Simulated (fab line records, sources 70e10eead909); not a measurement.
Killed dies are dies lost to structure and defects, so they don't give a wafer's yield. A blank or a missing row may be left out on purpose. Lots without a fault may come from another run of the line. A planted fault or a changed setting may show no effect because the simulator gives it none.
Which tool did it? | flow nand_harc | 13 lots, 39 wafers sampled, at 4 steps of a route of 1302

WHAT THE GAUGES READ, wafer by wafer
NHARC_P_ZERO_WELL_CD_MEAS_11: target cd 500 nm.
lot  | measured     | on        | cd_nm (nm)
L954 | day 2 07:14  | cd_sem-01 | 499.8 502.1 500.3
L955 | day 2 17:07  | cd_sem-01 | 501.8 502.4 499.8
L956 | day 3 03:07  | cd_sem-01 | 503.3 501.7 500.9
L957 | day 3 13:07  | cd_sem-03 | 499.4 497.9 501.3
L958 | day 3 23:14  | cd_sem-03 | 501.8 500.6 500.3
L959 | day 4 09:14  | cd_sem-01 | 495.3 497.1 498.0
L960 | day 4 19:14  | cd_sem-01 | 499.1 498.9 499.4
L963 | day 6 01:07  | cd_sem-01 | 499.5 500.7 501.8
L964 | day 6 11:14  | cd_sem-02 | 500.2 501.4 497.2
L965 | day 6 21:15  | cd_sem-03 | 502.4 500.3 500.8
L966 | day 7 07:14  | cd_sem-02 | 500.4 502.9 500.9
L974 | day 10 15:14 | cd_sem-03 | 498.0 499.2 497.7
L976 | day 11 11:15 | cd_sem-02 | 498.6 502.2 499.4

NHARC_P_ZERO_WELL_CD_MEAS_24: target cd 720 nm.
lot  | measured     | on        | cd_nm (nm)
L954 | day 2 11:13  | cd_sem-01 | 720.4 718.6 718.4
L955 | day 2 18:27  | cd_sem-01 | 722.8 722.2 721.0
L956 | day 3 04:31  | cd_sem-03 | 720.6 721.5 721.4
L957 | day 3 14:28  | cd_sem-02 | 719.3 721.4 720.4
L958 | day 4 00:35  | cd_sem-03 | 719.6 720.1 718.8
L959 | day 4 10:29  | cd_sem-03 | 720.9 721.5 722.3
L960 | day 4 20:29  | cd_sem-02 | 717.6 719.3 717.9
L963 | day 6 02:22  | cd_sem-02 | 719.9 720.2 720.8
L964 | day 6 12:35  | cd_sem-03 | 717.6 716.6 717.7
L965 | day 7 00:43  | cd_sem-02 | 720.2 719.2 720.1
L966 | day 7 08:35  | cd_sem-01 | - - -
L974 | day 10 16:37 | cd_sem-03 | 720.5 721.7 722.2
L976 | day 11 12:35 | cd_sem-03 | 719.0 719.6 721.5

WHICH TOOL RAN EACH LOT (tool, then ch and the chambers of the sampled wafers, then the start)
lot  | NHARC_P_ZERO_WELL_ETCH_65          | NHARC_P_ZERO_WELL_EXPOSE_21
L954 | rie_diel-08 ch 0,2,3, day 2 10:07  | krf_scanner-02 ch 0, day 2 11:04
L955 | rie_diel-08 ch 0,1,2, day 2 17:22  | krf_scanner-04 ch 0, day 2 18:18
L956 | rie_diel-08 ch 0,1,3, day 3 03:25  | krf_scanner-02 ch 0, day 3 04:22
L957 | rie_diel-08 ch 1,3, day 3 13:22    | krf_scanner-04 ch 0, day 3 14:19
L958 | rie_diel-01 ch 1,2,3, day 3 23:29  | krf_scanner-02 ch 0, day 4 00:26
L959 | rie_diel-04 ch 0,1,2, day 4 09:30  | krf_scanner-02 ch 0, day 4 10:20
L960 | rie_diel-01 ch 1,3, day 4 19:29    | krf_scanner-02 ch 0, day 4 20:19
L963 | rie_diel-04 ch 0,1,3, day 6 01:22  | krf_scanner-02 ch 0, day 6 02:13
L964 | rie_diel-08 ch 0,3, day 6 11:29    | krf_scanner-03 ch 0, day 6 12:25
L965 | rie_diel-04 ch 0,1,3, day 6 23:37  | krf_scanner-02 ch 0, day 7 00:34
L966 | rie_diel-04 ch 0,1,2, day 7 07:29  | krf_scanner-04 ch 0, day 7 08:26
L974 | rie_diel-08 ch 0,2,3, day 10 15:29 | krf_scanner-02 ch 0, day 10 16:27
L976 | rie_diel-01 ch 1,3, day 11 11:29   | krf_scanner-04 ch 0, day 11 12:26
- NHARC_P_ZERO_WELL_ETCH_65: etches the open film in N2/H2, target depth 80 nm, overetch 24 nm, time 87.88 s.
- NHARC_P_ZERO_WELL_EXPOSE_21: exposes mask P NWELL, target cd 720 nm.

WHAT THE TOOLS THEMSELVES READ (means of the sampled wafers that have a number; where no wafer has one, the mark that the record gives instead)
NHARC_P_ZERO_WELL_ETCH_65.
lot  | tool        | drypump_motor_current_A (A) | oes_product_au (a.u.) | rf_vpp_V (V) | showerhead_plenum_p_Torr (Torr) | throttle_valve_pct (%)
L954 | rie_diel-08 | 5.7                         | 0.996                 | 430.5        | 2.00                            | 14.181
L955 | rie_diel-08 | 5.7                         | 0.996                 | 429.9        | 2.02                            | 14.170
L956 | rie_diel-08 | 5.7                         | 0.994                 | 431.0        | 2.02                            | 14.169
L957 | rie_diel-08 | 5.8                         | 0.987                 | 431.2        | 2.07                            | 14.186
L958 | rie_diel-01 | 5.9                         | 0.997                 | 428.4        | 1.97                            | 14.160
L959 | rie_diel-04 | 5.6                         | 1.001                 | 431.8        | 2.08                            | 14.181
L960 | rie_diel-01 | 6.1                         | 1.006                 | 428.7        | 2.00                            | 14.162
L963 | rie_diel-04 | 5.3                         | 1.001                 | 432.2        | 2.12                            | 14.165
L964 | rie_diel-08 | 5.5                         | 1.010                 | 428.9        | 1.96                            | 14.168
L965 | rie_diel-04 | 5.4                         | 0.995                 | 432.8        | 2.11                            | 14.172
L966 | rie_diel-04 | 5.6                         | 1.006                 | 430.5        | 2.07                            | 14.161
L974 | rie_diel-08 | 5.7                         | 1.000                 | 428.7        | 1.98                            | 14.169
L976 | rie_diel-01 | 6.1                         | 0.992                 | 427.8        | 1.98                            | 14.176

THE ANSWER, worked out from the rows above alone
Rule: what is usual is taken from the lots themselves. Put in order of their means at a reading, lots are off if they are a third of the lots or fewer, leave a main group of 4 or more, and stand apart from it by a gap of 3 or more times the standard deviation of the main group's means; of several such gaps the widest counts. A main group whose means are all the same, to the digits that the tables above print for the reading, isn't used. A lot without any number at a reading at which 4 lots or more have one is off too. The other lots that the step has rows for count as sound. The gauges are gone through in route order, then the tools' own readings, and for those a lot's mean is taken as printed above. The first step at which some lot is off is used, and at that step the reading that is off furthest; a lot without a number counts as furthest.
Off: L966, at NHARC_P_ZERO_WELL_CD_MEAS_24 (cd_nm). Without a number there: L966. The main group: mean 720.1 nm, standard deviation 1.3.
A tool fits if, at a process step before that reading, it ran every lot that is off, and no sound lot after the first of them. The gauges at NHARC_P_ZERO_WELL_CD_MEAS_24 are tried like those tools. Can't be told from this: 2 tools fit, rie_diel-04 at NHARC_P_ZERO_WELL_ETCH_65, cd_sem-01 at NHARC_P_ZERO_WELL_CD_MEAS_24.

WHAT THE SIMULATOR HAD PUT IN
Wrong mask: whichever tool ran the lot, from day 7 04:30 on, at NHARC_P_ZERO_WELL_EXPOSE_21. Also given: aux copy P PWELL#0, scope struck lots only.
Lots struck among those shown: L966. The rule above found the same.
